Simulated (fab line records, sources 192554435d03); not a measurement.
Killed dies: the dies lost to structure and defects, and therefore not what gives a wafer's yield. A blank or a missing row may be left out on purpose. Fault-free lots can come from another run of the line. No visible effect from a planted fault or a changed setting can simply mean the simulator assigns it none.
fab line records	flow n5Finfet
record lots=7	wafers=39
route steps=1938 shown BEOL_M3@980 BEOL_M7@1267 BEOL_M8@1368 BEOL_M9@1467 BEOL_M14@1716
startH: the number of hours between the record's first day and the start of the first shown wafer of the lot	waitH: hours since the lot's step before	" identical to the entry in the row above	L1.1+2: one row covering several wafers at once	- no value, or no start was given	* or withheld: withheld	< > ~ a bound
route shown NAME@n: NAME is a module with steps in the file, n the number in the route of the first one	usual: mean and standard deviation over wafers with no fault	same: alike in all rows	chamber/n: place in a boat	sites: each site's reading	_std_site: the standard deviation of these	_edge_site: mean of outer sites minus mean of inner sites	radiusMm: how far each site lies from the wafer's centre	mask NAME#n: copy n	behind: the last tool/chamber to shape the wafer	hold: why the lot went on hold/how many hours it stayed there/how the hold came to an end	device: whichever transistor did not switch (one of n, p or np)	end of line: the same wafers' tests at the end of the route	a step without rows: its recipe alone	killed: the dies lost at the first sort to structure and to defects; this is not the yield of the wafer	map: a wafer's dies, marking killed ones x, the rest . and places with no die _
set.NAME: the setting that was run; set.NAME@STEP: the one run at that earlier step	model.NAME: the simulator's own value behind a step, which no gauge read
lots whose settings were changed on purpose; a table a step, a row a wafer
## steps
# step N5_BEOL_M3_TRENCH_ETCH_37
# recipe chemistry=C4F6/O2	targetDepthA=555.55	target=SiOC	timeS=29.2	ionEnergyEv=250	pressureMtorr=30	sourceW=355	biasW=185	Ar_flow_sccm=300	C4F6_flow_sccm=10	O2_flow_sccm=10
lot.wafer	tool	chamber	startH	waitH	set.targetDepthA	model.BEOL_M3.featureDepthNm	model.etch.depthNm	model.TiN_of_BEOL_M3_HM_DEP_02.thkNm
L076.1	rieDiel-03	2	-	-	555.55	55.4	55.3	17.4
L076.2	"	1	"	"	555.55	55.4	55.3	17.8
L076.3	"	0	"	"	711.9	71	71.02	16.8
L076.4	"	0	"	"	555.55	55.4	55.47	17.4
L076.5	"	1	"	"	711.9	71	70.99	16.8
L076.6	"	2	"	"	711.9	71.2	71.17	17
L078.1	rieDiel-03	0	-	-	882.1	87.8	87.75	16.8
L078.2	"	1	"	"	555.55	54	53.92	17.8
L078.3	"	2	"	"	555.55	55	55.04	17.8
L078.4	"	2	"	"	555.55	54.8	54.71	18
L078.5	"	1	"	"	882.1	85.8	85.74	16.6
L078.6	"	0	"	"	882.1	87.2	87.19	16.4
L082.1	rieDiel-04	2	-	-	555.55	55	55.09	17.8
L082.2	"	0	"	"	555.55	55.2	55.15	17.6
L082.3	"	2	"	"	555.55	55	54.96	17.6
L082.4	"	0	"	"	555.55	54.8	54.78	18
L082.5	"	0	"	"	555.55	55.2	55.23	17.6
L082.6	"	2	"	"	555.55	54.6	54.61	18
L085.4	rieDiel-04	1	-	-	555.55	54.2	54.25	17.8
L085.5	"	3	"	"	555.55	54.6	54.53	17.8
L085.6	"	0	"	"	555.55	55.4	55.33	17.8
L087.1	rieDiel-03	1	-	-	710.3	69.8	69.83	17
L087.2	"	2	"	"	555.55	58.2	58.28	17.6
L087.3	"	0	"	"	710.3	70.6	70.69	17
L087.4	"	3	"	"	710.3	71.4	71.32	17
L087.5	"	0	"	"	555.55	55.2	55.22	17.6
L087.6	"	3	"	"	555.55	55.6	55.61	17.6
L093.1	rieDiel-05	1	-	-	555.55	56.2	56.14	17.4
L093.2	"	0	"	"	555.55	55.8	55.74	17.4
L093.3	"	3	"	"	555.55	55.8	55.89	17.4
L093.4	"	2	"	"	555.55	56.8	56.75	17.4
L093.5	"	1	"	"	555.55	56.6	56.58	17.4
L093.6	"	0	"	"	555.55	55.8	55.86	17.2
L095.1	rieDiel-04	2	-	-	555.55	55	55.09	18.4
L095.2	"	3	"	"	555.55	54.8	54.88	18.2
L095.3	"	0	"	"	555.55	55.4	55.46	18.2
L095.4	"	1	"	"	423.3	41.2	41.2	18.6
L095.5	"	3	"	"	423.3	41.8	41.88	18.6
L095.6	"	0	"	"	423.3	41.8	41.73	18.6
# step N5_BEOL_M3_ETCH_41
# recipe chemistry=CH3F/O2	target=SiCN	targetDepthA=299	taperDeg=2	timeS=52.5	ionEnergyEv=120	maskMaterial=TiN	pressureMtorr=30	sourceW=395	biasW=75	Ar_flow_sccm=150	CH3F_flow_sccm=30	O2_flow_sccm=20
# step N5_BEOL_M3_STRIP_97
# recipe chemistry=N2/H2	timeS=10	powerW=450	tempC=40	pressureMtorr=20	rfFrequencyHz=6e+07	biasPowerW=7	n2FlowSccm=200	h2FlowSccm=200
# step N5_BEOL_M3_OCD_MEAS_38
# usual trenchDepthNm=55.4/0.91
lot.wafer	tool	chamber	startH	waitH	set.targetDepthA@BEOL_M3_TRENCH_ETCH_37	trenchDepthNm
L076.1	ocd-02	-	164.84	-	555.55	55.5
L076.2	"	-	"	"	555.55	54.7
L076.3	"	-	"	"	711.9	71.5
L076.4	"	-	"	"	555.55	55.5
L076.5	"	-	"	"	711.9	70.8
L076.6	"	-	"	"	711.9	71.3
L078.1	ocd-02	-	171.55	-	882.1	87.1
L078.2	"	-	"	"	555.55	54.1
L078.3	"	-	"	"	555.55	54.9
L078.4	"	-	"	"	555.55	54.2
L078.5	"	-	"	"	882.1	85.7
L078.6	"	-	"	"	882.1	86.9
L082.1	ocd-01	-	208.82	-	555.55	55.0
L082.2	"	-	"	"	555.55	55.5
L082.3	"	-	"	"	555.55	55.0
L082.4	"	-	"	"	555.55	55.1
L082.5	"	-	"	"	555.55	55.1
L082.6	"	-	"	"	555.55	53.8
L085.4	ocd-02	-	226.43	-	555.55	54.5
L085.5	"	-	"	"	555.55	54.0
L085.6	"	-	"	"	555.55	55.3
L087.1	ocd-01	-	239.87	-	710.3	69.8
L087.2	"	-	"	"	555.55	58.1
L087.3	"	-	"	"	710.3	70.0
L087.4	"	-	"	"	710.3	71.5
L087.5	"	-	"	"	555.55	55.2
L087.6	"	-	"	"	555.55	56.1
L093.1	ocd-02	-	280.37	-	555.55	55.7
L093.2	"	-	"	"	555.55	56.1
L093.3	"	-	"	"	555.55	56.0
L093.4	"	-	"	"	555.55	56.5
L093.5	"	-	"	"	555.55	56.9
L093.6	"	-	"	"	555.55	56.1
L095.1	ocd-02	-	283.66	-	555.55	55.1
L095.2	"	-	"	"	555.55	55.3
L095.3	"	-	"	"	555.55	55.1
L095.4	"	-	"	"	423.3	41.2
L095.5	"	-	"	"	423.3	42.2
L095.6	"	-	"	"	423.3	41.7
# step N5_BEOL_M7_HM_DEP_02
# recipe material=TiN	targetThkA=200	tempC=25	chamberPressurePa=0.49996
lot.wafer	tool	chamber	startH	waitH	set.targetThkA	model.TiN_of_BEOL_M7_HM_DEP_02.thkNm
L076.1+3	pvdSputter-03	-	208.80	1.7	115.5	11.6
L076.2+5	"	-	"	"	200	20.2
L076.4	"	-	"	"	115.5	12
L076.6	"	-	"	"	200	20
L078.1+6	pvdSputter-03	-	223.09	0.8	302.7	30.2
L078.2	"	-	"	"	200	19.8
L078.3+5	"	-	"	"	200	20.2
L078.4	"	-	"	"	302.7	30
L082.1	pvdSputter-01	-	248.19	0.2	200	20.2
L082.2	"	-	"	"	200	19.8
L082.3+5	"	-	"	"	263.3	26.4
L082.4	"	-	"	"	200	19.6
L082.6	"	-	"	"	263.3	26.2
L085.4	pvdSputter-03	-	276.07	0.4	200	20.2
L085.5+6	"	-	"	"	200	19.8
L087.1+5	pvdSputter-01	-	283.62	1.8	200	20
L087.2	"	-	"	"	200	20.4
L087.3	"	-	"	"	147.3	15.2
L087.4	"	-	"	"	147.3	14.8
L087.6	"	-	"	"	147.3	15
L093.1+2+3	pvdSputter-01	-	319.69	0.9	200	20.4
L093.4+6	"	-	"	"	200	20.2
L093.5	"	-	"	"	200	20
L095.1+3+6	pvdSputter-01	-	343.35	1.2	200	20
L095.2	"	-	"	"	145.5	14.6
L095.4+5	"	-	"	"	145.5	14.4
# step N5_BEOL_M7_COAT_59
# recipe resist=SOC	tempC=250	timeS=60	spinRpm=1500	resistThkNm=100
# step N5_BEOL_M7_COAT_60
# recipe resist=SiARC	tempC=220	timeS=60	spinRpm=1500	resistThkNm=35
# step N5_BEOL_M7_STRIP_68
# recipe chemistry=N2/H2	tempC=40	n2FlowSccm=200	h2FlowSccm=200	rfFrequencyHz=6e+07
# step N5_BEOL_M7_STRIP_67
# recipe chemistry=CF4	resist=SiARC	powerW=300	biasPowerW=75	pressureMtorr=50	cf4FlowSccm=150	rfFrequencyHz=6e+07
# step N5_BEOL_M7_HM_OPEN_17
# recipe chemistry=Cl2/BCl3	targetDepthA=200	overetchA=60	target=TiN	maskMaterial=SOC	ionEnergyEv=150	pressureMtorr=10	icpW=1000	biasW=126	Cl2_flow_sccm=53.25	bcl3FlowSccm=21.75	Ar_flow_sccm=25
lot.wafer	tool	chamber	startH	waitH	set.targetThkA@BEOL_M7_HM_DEP_02	model.etch.depthNm
L076.1	rieMetal-03	1	209.54	0.0	115.5	11.6
L076.2	"	0	"	"	200	20.2
L076.3	"	0	"	"	115.5	11.59
L076.4	"	1	"	"	115.5	12.1
L076.5	"	1	"	"	200	20.23
L076.6	"	0	"	"	200	20.04
L078.1	rieMetal-01	0	223.95	0.0	302.7	25.06
L078.2	"	1	"	"	200	19.78
L078.3+5	"	0,1	"	"	200	20.13
L078.4	"	1	"	"	302.7	25.6
L078.6	"	0	"	"	302.7	24.96
L082.1	rieMetal-02	1	249.22	0.0	200	20.15
L082.2	"	0	"	"	200	19.83
L082.3	"	0	"	"	263.3	25.69
L082.4	"	1	"	"	200	19.69
L082.5	"	1	"	"	263.3	26.01
L082.6	"	0	"	"	263.3	25.98
L085.4	rieMetal-03	0	276.84	0.1	200	20.14
L085.5	"	1	"	"	200	19.76
L085.6	"	0	"	"	200	19.72
L087.1	rieMetal-03	1	284.48	0.0	200	20.01
L087.2	"	0	"	"	200	20.36
L087.3	"	0	"	"	147.3	15.11
L087.4	"	1	"	"	147.3	14.9
L087.5	"	0	"	"	200	19.99
L087.6	"	1	"	"	147.3	15.09
L093.1	rieMetal-02	0	320.56	0.0	200	20.32
L093.2	"	1	"	"	200	20.44
L093.3	"	0	"	"	200	20.46
L093.4	"	1	"	"	200	20.19
L093.5	"	0	"	"	200	20.06
L093.6	"	1	"	"	200	20.29
L095.1	rieMetal-01	1	344.22	0.0	200	20.01
L095.2	"	0	"	"	145.5	14.66
L095.3	"	1	"	"	200	19.99
L095.4	"	0	"	"	145.5	14.35
L095.5	"	0	"	"	145.5	14.5
L095.6	"	1	"	"	200	19.94
# step N5_BEOL_M8_DESCUM_33
# recipe chemistry=O2	timeS=7	sourcePowerW=50	biasPowerW=20	pressureMtorr=20	rfFrequencyHz=2.712e+07	tempC=40	resist=CAR-EUV	o2FlowSccm=225
lot.wafer	tool	chamber	startH	waitH	set.timeS	model.CAR-EUV_of_BEOL_M8_COAT_22.thkNm
L076.1+3+4+5+6	rieDiel-01	1,3,2,3,0	219.78	0.5	7	26
L076.2	"	0	"	"	7	26.2
L078.1+3	rieDiel-01	2,3	237.94	0.0	3.797	27.6
L078.2+4	"	1,0	"	"	7	26.2
L078.5	"	2	"	"	7	26
L078.6	"	1	"	"	3.797	27.8
L082.1+3+6	rieDiel-02	0,1,0	263.27	0.0	4.361	27.4
L082.2+5	"	3,1	"	"	7	26.2
L082.4	"	2	"	"	7	26
L085.4+5	rieDiel-02	1,3	286.29	0.0	7	26.2
L085.6	"	0	"	"	7	26
L087.1+4+5	rieDiel-06	1,2,3	301.92	0.0	7	26.2
L087.2+3+6	"	0,3,2	"	"	8.792	25.2
L093.1+5+6	rieDiel-01	0,3,0	333.38	0.3	7	26
L093.2+3+4	"	3,1,2	"	"	4.948	27
L095.1+6	rieDiel-06	2	352.86	0.0	7	26
L095.2+3+4	"	3,1,1	"	"	4.933	27.2
L095.5	"	3	"	"	7	26.2
# step N5_BEOL_M8_ETCH_72
# recipe chemistry=N2/H2	target=underlayer	targetDepthA=65	maskMaterial=CAR-EUV	timeS=5.2	ionEnergyEv=200	pressureMtorr=30	sourceW=840	biasW=150	n2FlowSccm=200	h2FlowSccm=200	ends=cleared
# step N5_BEOL_M8_ETCH_65
# recipe chemistry=CF4	target=SiARC	targetDepthA=156	maskMaterial=CAR-EUV	timeS=26	ionEnergyEv=80	pressureMtorr=40	sourceW=545	biasW=36	Ar_flow_sccm=100	cf4FlowSccm=100	ends=cleared
lot.wafer	tool	chamber	startH	waitH	set.timeS@BEOL_M8_DESCUM_33	model.CAR-EUV_of_BEOL_M8_COAT_22.thkNm
L076.1+2+3+5+6	rieDiel-01	1,0,3,3,0	219.84	0.0	7	11.2
L076.4	"	2	"	"	7	11
L078.1+3	rieDiel-01	2,3	237.99	0.0	3.797	12.8
L078.2	"	1	"	"	7	11.4
L078.4+5	"	0,2	"	"	7	11.2
L078.6	"	1	"	"	3.797	13
L082.1+6	rieDiel-02	0	263.32	0.0	4.361	12.4
L082.2+4+5	"	3,2,1	"	"	7	11.2
L082.3	"	1	"	"	4.361	12.6
L085.4+5	rieDiel-02	1,3	286.34	0.0	7	11.2
L085.6	"	0	"	"	7	11
L087.1+4+5	rieDiel-06	1,2,3	301.97	0.0	7	11.2
L087.2+6	"	0,2	"	"	8.792	10.4
L087.3	"	3	"	"	8.792	10.2
L093.1+5	rieDiel-01	0,3	333.43	0.0	7	11.2
L093.2+3+4	"	3,1,2	"	"	4.948	12.2
L093.6	"	0	"	"	7	11
L095.1+6	rieDiel-06	2	352.91	0.0	7	11
L095.2+3	"	3,1	"	"	4.933	12.2
L095.4	"	1	"	"	4.933	12.4
L095.5	"	3	"	"	7	11.2
# step N5_BEOL_M9_DEP_56
# recipe material=SiCN	targetThkA=150	tempC=withheld	precursor=3MS/NH3	pressureTorr=3	rfW=202	timeS=26.5
lot.wafer	tool	chamber	startH	waitH	set.timeS	model.SiCN_of_BEOL_M9_DEP_56.thkNm
L076.1	pecvd-01	0	230.33	0.0	20.17	11.4
L076.2	"	1	"	"	26.5	14.6
L076.3	"	1	"	"	26.5	14.8
L076.4	"	0	"	"	20.17	11.6
L076.5	"	1	"	"	20.17	11.2
L076.6	"	0	"	"	26.5	15.2
L078.1+2	pecvd-04	1,2	250.41	0.0	18.61	10.6
L078.3	"	0	"	"	26.5	14.8
L078.4	"	0	"	"	26.5	15.4
L078.5	"	1	"	"	18.61	11
L078.6	"	2	"	"	26.5	15.2
L082.1	pecvd-04	2	276.90	0.0	34.62	18.8
L082.2	"	0	"	"	26.5	15
L082.3+5	"	1	"	"	26.5	14.8
L082.4	"	0	"	"	34.62	19.8
L082.6	"	2	"	"	34.62	19.6
L085.4	pecvd-01	0	301.08	0.0	26.5	15.4
L085.5	"	1	"	"	26.5	14.8
L085.6	"	2	"	"	26.5	15.2
L087.1+3	pecvd-01	0,2	310.23	0.0	41.55	23.2
L087.2	"	1	"	"	41.55	23
L087.4	"	1	"	"	26.5	14.8
L087.5	"	2	"	"	26.5	15
L087.6	"	0	"	"	26.5	15.4
L093.1+6	pecvd-04	0,1	352.38	0.0	26.5	15.2
L093.2+3	"	1,2	"	"	26.5	14.8
L093.4	"	0	"	"	26.5	15.4
L093.5	"	2	"	"	26.5	15
L095.1+5	pecvd-04	0,1	365.15	0.0	26.5	15
L095.2	"	1	"	"	38.11	21.2
L095.3	"	1	"	"	26.5	14.8
L095.4	"	0	"	"	38.11	21.8
L095.6	"	0	"	"	38.11	21.6
# step N5_BEOL_M14_ILD_DEP_00
# recipe material=SiO2	targetThkA=11193	tempC=400	precursor=TEOS/O2	pressureTorr=6.5	rfW=900	teosFlowSccm=161.4	gas=O2	flowSccm=2650	timeS=237.4
lot.wafer	tool	chamber	startH	waitH	set.targetThkA	model.SiO2_of_BEOL_M14_ILD_DEP_00.thkNm
L076.1	pecvd-03	0	266.37	0.0	15150	1507
L076.2	"	2	"	"	15150	1481
L076.3	"	2	"	"	11193	1120
L076.4	"	0	"	"	11193	1139
L076.5	"	0	"	"	11193	1124
L076.6	"	2	"	"	15150	1519
L078.1	pecvd-02	1	282.73	0.0	11193	1109
L078.2	"	0	"	"	11193	1101
L078.3	"	2	"	"	11193	1095
L078.4	"	1	"	"	11193	1127
L078.5	"	2	"	"	11193	1125
L078.6	"	0	"	"	11193	1115
L082.1	pecvd-02	0	303.75	0.0	11193	1107
L082.2	"	1	"	"	11193	1121
L082.3	"	2	"	"	7255	716.8
L082.4	"	2	"	"	7255	718
L082.5	"	0	"	"	11193	1127
L082.6	"	1	"	"	7255	722.2
L085.4	pecvd-04	1	330.55	0.1	11193	1152
L085.5	"	2	"	"	11193	1144
L085.6	"	0	"	"	11193	1137
L087.1	pecvd-02	0	343.53	0.0	11193	1117
L087.2+5	"	1,0	"	"	16230	1623
L087.3	"	0	"	"	11193	1139
L087.4	"	1	"	"	16230	1643
L087.6	"	1	"	"	11193	1133
L093.1	pecvd-04	2	378.64	0.0	11193	1103
L093.2	"	0	"	"	11193	1100
L093.3	"	1	"	"	16920	1692
L093.4	"	1	"	"	16920	1705
L093.5	"	0	"	"	16920	1716
L093.6	"	2	"	"	11193	1133
L095.1	pecvd-02	0	392.93	0.0	11193	1113
L095.2	"	2	"	"	11193	1101
L095.3	"	0	"	"	7381	751.6
L095.4	"	2	"	"	7381	736
L095.5	"	2	"	"	11193	1121
L095.6	"	0	"	"	7381	751.2
# step N5_BEOL_M14_THK_MEAS_01
# recipe reads=SiO2_of_BEOL_M14_ILD_DEP_00
# usual M14_ILD_THK=1120/15
lot.wafer	tool	chamber	startH	waitH	set.targetThkA@BEOL_M14_ILD_DEP_00	M14_ILD_THK[nm]
L076.1	filmMetro-02	-	266.64	0.2	15150	1507
L076.2	"	-	"	"	15150	1481
L076.3	"	-	"	"	11193	1120
L076.4	"	-	"	"	11193	1139
L076.5	"	-	"	"	11193	1124
L076.6	"	-	"	"	15150	1520
L078.1	filmMetro-02	-	282.92	0.1	11193	1109
L078.2	"	-	"	"	11193	1102
L078.3	"	-	"	"	11193	1095
L078.4	"	-	"	"	11193	1127
L078.5	"	-	"	"	11193	1126
L078.6	"	-	"	"	11193	1114
L082.1	filmMetro-02	-	303.94	0.1	11193	1108
L082.2	"	-	"	"	11193	1121
L082.3	"	-	"	"	7255	717
L082.4	"	-	"	"	7255	717
L082.5	"	-	"	"	11193	1128
L082.6	"	-	"	"	7255	722
L085.4	filmMetro-02	-	330.66	0.0	11193	1152
L085.5	"	-	"	"	11193	1144
L085.6	"	-	"	"	11193	1137
L087.1	filmMetro-02	-	343.80	0.2	11193	1117
L087.2	"	-	"	"	16230	1622
L087.3	"	-	"	"	11193	1139
L087.4	"	-	"	"	16230	1644
L087.5	"	-	"	"	16230	1622
L087.6	"	-	"	"	11193	1132
L093.1	filmMetro-01	-	378.83	0.1	11193	1103
L093.2	"	-	"	"	11193	1101
L093.3	"	-	"	"	16920	1692
L093.4	"	-	"	"	16920	1705
L093.5	"	-	"	"	16920	1716
L093.6	"	-	"	"	11193	1134
L095.1	filmMetro-02	-	393.19	0.2	11193	1112
L095.2	"	-	"	"	11193	1101
L095.3	"	-	"	"	7381	752
L095.4	"	-	"	"	7381	735
L095.5	"	-	"	"	11193	1121
L095.6	"	-	"	"	7381	751
# step N5_BEOL_M14_COAT_58
# recipe resist=BARC	tempC=205	timeS=60	spinRpm=1500	resistThkNm=89
# step N5_BEOL_M14_COAT_04
# recipe spinRpm=1704	resistThkNm=800
# step N5_BEOL_M14_DESCUM_15
# recipe chemistry=O2	timeS=7.9	sourcePowerW=50	biasPowerW=20	pressureMtorr=20	rfFrequencyHz=2.712e+07	tempC=40	o2FlowSccm=225
# step N5_BEOL_M14_ETCH_59
# recipe chemistry=N2/H2	target=BARC	targetDepthA=890	overetchA=267	timeS=67.9	ionEnergyEv=200	pressureMtorr=30	sourceW=840	biasW=150	n2FlowSccm=200	h2FlowSccm=200
# step N5_BEOL_M14_VIA_ETCH_16
# recipe chemistry=C4F8/O2/Ar	target=SiO2	heInnerTorr=15	heOuterTorr=30	targetDepthA=12313	timeS=withheld	ionEnergyEv=800	pressureMtorr=20	sourceW=1905	biasW=2040	Ar_flow_sccm=400	C4F8_flow_sccm=16	O2_flow_sccm=12	ends=cleared
lot.wafer	tool	chamber	startH	waitH	set.targetThkA@BEOL_M14_ILD_DEP_00	model.etch.depthNm	model.coat_of_BEOL_M14_COAT_04.thkNm
L076.1	rieDiel-06	1	267.12	0.0	15150	1507	362.4
L076.2	"	2	"	"	15150	1481	372
L076.3	"	0	"	"	11193	1120	455.4
L076.4	"	3	"	"	11193	1139	455
L076.5	"	2	"	"	11193	1124	457.2
L076.6	"	1	"	"	15150	1519	359.4
L078.1	rieDiel-01	3	283.55	0.0	11193	1109	449.8
L078.2	"	0	"	"	11193	1101	465
L078.3	"	2	"	"	11193	1095	460.6
L078.4	"	1	"	"	11193	1127	451
L078.5	"	0	"	"	11193	1125	456.8
L078.6	"	3	"	"	11193	1115	450.2
L082.1	rieDiel-06	3	304.55	0.0	11193	1107	460.2
L082.2	"	0	"	"	11193	1121	451.8
L082.3	"	2	"	"	7255	716.7	551.2
L082.4	"	1	"	"	7255	717.9	546.6
L082.5	"	2	"	"	11193	1127	455.2
L082.6	"	1	"	"	7255	722.2	546.4
L085.4	rieDiel-06	3	331.35	0.1	11193	1152	445.8
L085.5	"	2	"	"	11193	1144	449.2
L085.6	"	1	"	"	11193	1137	449.2
L087.1	rieDiel-06	2	344.41	0.0	11193	1117	453.8
L087.2	"	3	"	"	16230	1623	334.8
L087.3	"	1	"	"	11193	1139	444
L087.4	"	1	"	"	16230	1643	328.8
L087.5	"	2	"	"	16230	1623	336.2
L087.6	"	3	"	"	11193	1133	449.6
L093.1	rieDiel-01	2	379.31	0.0	11193	1103	460.8
L093.2	"	1	"	"	11193	1100	459.2
L093.3	"	0	"	"	16920	1692	325.4
L093.4	"	2	"	"	16920	1705	321.2
L093.5	"	0	"	"	16920	1716	320.6
L093.6	"	1	"	"	11193	1133	453.4
L095.1	rieDiel-02	1	393.80	0.0	11193	1113	451.4
L095.2	"	0	"	"	11193	1101	459.4
L095.3	"	2	"	"	7381	751.7	535.2
L095.4	"	1	"	"	7381	736	539.6
L095.5	"	0	"	"	11193	1121	455.2
L095.6	"	2	"	"	7381	751.2	532.4
## key
split step=N5_BEOL_M3_TRENCH_ETCH_37	setting=targetDepthA	stated=555.55	by=wafer
response step=N5_BEOL_M3_TRENCH_ETCH_37	reading=model.BEOL_M3.featureDepthNm	change=+0.547	per=1%	r=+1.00
response step=N5_BEOL_M3_TRENCH_ETCH_37	reading=model.etch.depthNm	change=+0.548	per=1%	r=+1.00
response step=N5_BEOL_M3_TRENCH_ETCH_37	reading=model.TiN_of_BEOL_M3_HM_DEP_02.thkNm	change=-0.0211	per=1%	r=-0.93
response step=N5_BEOL_M3_OCD_MEAS_38	reading=trenchDepthNm	change=+0.546	per=1%	r=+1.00
split step=N5_BEOL_M7_HM_DEP_02	setting=targetThkA	stated=200	by=wafer
response step=N5_BEOL_M7_HM_DEP_02	reading=model.TiN_of_BEOL_M7_HM_DEP_02.thkNm	change=+0.199	per=1%	r=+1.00
response step=N5_BEOL_M7_HM_OPEN_17	reading=model.etch.depthNm	change=+0.16	per=1%	r=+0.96
split step=N5_BEOL_M8_DESCUM_33	setting=timeS	stated=7	by=wafer
response step=N5_BEOL_M8_DESCUM_33	reading=model.CAR-EUV_of_BEOL_M8_COAT_22.thkNm	change=-0.035	per=1%	r=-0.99
response step=N5_BEOL_M8_ETCH_65	reading=model.CAR-EUV_of_BEOL_M8_COAT_22.thkNm	change=-0.0356	per=1%	r=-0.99
split step=N5_BEOL_M9_DEP_56	setting=timeS	stated=26.5	by=wafer
response step=N5_BEOL_M9_DEP_56	reading=model.SiCN_of_BEOL_M9_DEP_56.thkNm	change=+0.146	per=1%	r=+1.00
split step=N5_BEOL_M14_ILD_DEP_00	setting=targetThkA	stated=11193	by=wafer
response step=N5_BEOL_M14_ILD_DEP_00	reading=model.SiO2_of_BEOL_M14_ILD_DEP_00.thkNm	change=+11.2	per=1%	r=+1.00
response step=N5_BEOL_M14_THK_MEAS_01	reading=M14_ILD_THK	change=+11.2	per=1%	r=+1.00
response step=N5_BEOL_M14_VIA_ETCH_16	reading=model.etch.depthNm	change=+11.2	per=1%	r=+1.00
response step=N5_BEOL_M14_VIA_ETCH_16	reading=model.coat_of_BEOL_M14_COAT_04.thkNm	change=-2.58	per=1%	r=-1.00
